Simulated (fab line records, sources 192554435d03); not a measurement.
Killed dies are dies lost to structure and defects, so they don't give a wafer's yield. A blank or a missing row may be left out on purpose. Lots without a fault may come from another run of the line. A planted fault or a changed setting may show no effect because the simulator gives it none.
Chamber matching | flow n5_finfet | N5_BEOL_M8_STRIP_67 on rie_diel-04: 4 sister chambers
The step strips in CF4. 8 wafers are shown with their chamber, then 7 later ones without.

WAFERS WITH THEIR CHAMBER
wafer  | chamber | showerhead_plenum_p_Torr (Torr) | throttle_valve_pct (%)
L076.6 | 0       | 1.74                            | 13.82
L080.5 | 2       | 1.80                            | 13.36
L080.6 | 1       | 1.74                            | 13.34
L083.2 | 1       | 1.74                            | 13.37
L083.4 | 3       | 1.83                            | 13.37
L083.5 | 3       | 1.83                            | 13.38
L085.1 | 2       | 1.80                            | 13.36
L085.4 | 0       | 1.73                            | 13.85

WAFERS WITHOUT THEIR CHAMBER
wafer  | showerhead_plenum_p_Torr (Torr) | throttle_valve_pct (%)
L085.6 | 1.73                            | 13.84
L081.1 | 1.80                            | 13.35
L081.2 | 1.83                            | 13.38
L081.3 | 1.74                            | 13.35
L095.1 | 1.82                            | 13.46
L095.2 | 1.79                            | 13.44
L095.3 | 1.73                            | 13.44

WHICH CHAMBER EACH WENT THROUGH
wafer  | from the rows above | in truth
L085.6 | 0                   | 0
L081.1 | 2                   | 2
L081.2 | 3                   | 3
L081.3 | 1                   | 1
L095.1 | 3                   | 3
L095.2 | 2                   | 2
L095.3 | 1                   | 1
Placed correctly: 7 of 7. Can't be placed from these rows: 0. Placed wrongly: 0.
How it was worked out, from the rows above alone: a wafer's distance from a chamber is the root of the sum, over the readings, of the square of ((its reading less the chamber's mean) divided by the reading's scatter). The wafer belongs to the nearest chamber; if the next one is less than 2 further off, it can't be placed. A chamber's mean is the mean of its shown wafers. The scatter: the root of (the sum of the squares of (reading less its chamber's mean) over the shown wafers, divided by (wafers less chambers)).
